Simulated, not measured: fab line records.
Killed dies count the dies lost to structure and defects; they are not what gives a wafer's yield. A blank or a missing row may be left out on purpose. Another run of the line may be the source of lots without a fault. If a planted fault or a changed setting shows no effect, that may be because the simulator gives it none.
Struck lot and sound lot, side by side | flow nandHarc | 20 out of 1302 route steps
Sound: wafers L753.3, L753.4, L753.6. The struck wafers were L757.1, L757.3, L757.6. Last of all comes the cause.
Order at every step that has rows: each side's tool, ch and its chambers, its first start. Under that, the readings that differ: sound wafers | struck wafers | difference of the means | sigmas: that difference in standard deviations of wafers without a fault.
alike: words and numbers the same on both sides, and readings whose means are apart by under 2 such deviations; not compared: readings that were withheld, readings missing a value for some wafer, numbers with overlapping values and no deviation given by the record, and bounds like >300 which may hide the same value.
A row with sigmas, a row that says differs or no value, or rows on one side alone: a step with any of these is where the two part. Numbers that have no deviation but don't overlap get no sigmas and don't part them. Lack of a reading on every wafer of one side parts them only where that side has two or more wafers.

NHARC_P_GATE_ALD_36: deposits SiNx, target thk 20 nm, pulse time 60 s, ald cycles 223.
  sound on aldSin-04 ch 0,3, day 6 05:11; struck on aldSin-02 ch 0,2,3, day 8 08:04
  alike: heaterPowerW, precursorPulseHeightRel
NHARC_P_GATE_ETCHBACK_37: etches the open film in CHF3/O2, target depth 34.5 nm, time 17.2 s.
  sound: rieDiel-03 ch 0,3; struck: rieDiel-09 ch 0,1
  alike: chf3FlowSccm, drypumpMotorCurrentA, mfcArSccm, oesProductAu, rfVppV, showerheadPlenumPTorr, throttleValvePct
  not compared: rfHoursCounterH
NHARC_P_GATE_STRIP_101: strips in O2, time 20 s.
  sound on rieDiel-03 ch 1,3, day 6 14:46; struck on rieDiel-09 ch 2,3, day 8 18:20
reading    | sound          | struck         | difference | sigmas
rfVppV (V) | 56.6 56.1 57.4 | 57.9 57.8 59.3 | +1.6       | +2
  alike: drypumpMotorCurrentA, mfcArSccm, oesProductAu, showerheadPlenumPTorr, throttleValvePct
  not compared: rfHoursCounterH
then, 9 steps without rows for these wafers: NHARC_P_GATE_PRECLEAN_97 (cleans in SPM, time 600 s); NHARC_P_GATE_SRD_98; NHARC_P_GATE_PRECLEAN_99 (cleans in SC1); NHARC_P_GATE_SRD_100; NHARC_P_GATE_DEHYDRATE_38 (time 120 s); NHARC_P_GATE_HMDS_39 (time 30 s); NHARC_P_GATE_COAT_40; NHARC_P_GATE_SOFTBAKE_41 (time 95 s); NHARC_P_GATE_EBR_42.
NHARC_P_GATE_EXPOSE_43: exposes mask P NSD, target cd 720 nm.
  sound on krfScanner-04 ch 0, day 6 15:25; struck on krfScanner-04 ch 0, day 8 18:59
reading | sound                   | struck                           | difference | sigmas
mask    | P_NSD#0 P_NSD#0 P_NSD#0 | P_NSD_R1#0 P_NSD_R1#0 P_NSD_R1#0 | differs    | 
then, 2 steps without rows for these wafers: NHARC_P_GATE_PEB_44 (peb time 85 s); NHARC_P_GATE_DEVELOP_45 (time 70 s).
NHARC_P_GATE_CD_MEAS_46: target cd 720 nm.
  sound on cdSem-03 ch 0, day 6 15:34; struck on cdSem-02 ch 0, day 8 19:08
reading   | sound             | struck            | difference | sigmas
cdNm (nm) | 719.3 721.7 718.7 | 694.7 694.0 692.0 | -26.3      | -15
then, 1 step without rows for these wafers: NHARC_P_GATE_HARDBAKE_47 (time 80 s).
NHARC_P_GATE_DESCUM_48: chemistry O2, time 3 s.
  sound on rieDiel-09 ch 0,1, day 6 15:43; struck on rieDiel-09 ch 0,2,3, day 8 19:18
reading                | sound             | struck            | difference | sigmas
model.P_GATE.cdNm (nm) | 719.5 722.4 719.2 | 694.6 693.6 692.4 | -26.8      | 
  alike: drypumpMotorCurrentA, mfcArSccm, oesProductAu, rfVppV, showerheadPlenumPTorr, throttleValvePct
  not compared: rfHoursCounterH
following that, these wafers have no rows for 1 step: NHARC_P_GATE_IMPLANT_49.
-- break in the record here, with 19 days between the starts of the struck wafers on either side (left off in module P_GATE, picked up again in module END, where the first step shown is number 1302 on the route) --
NHARC_END_SORT_01:
  sound on prober-02 ch 0, day 24 22:29; struck on prober-01 ch 0, day 27 17:10
reading     | sound | struck | difference | sigmas
killedShort | 2 2 3 | 6 4 7  | +3         | +2
  alike: killedAtArray, killedAtOther, killedAtPeriphery, killedDies, killedOpen

## WHERE THEY PART
Last at NHARC_END_SORT_01 as far as this record goes, first at NHARC_P_GATE_STRIP_101.

WHY: what the simulator had put in
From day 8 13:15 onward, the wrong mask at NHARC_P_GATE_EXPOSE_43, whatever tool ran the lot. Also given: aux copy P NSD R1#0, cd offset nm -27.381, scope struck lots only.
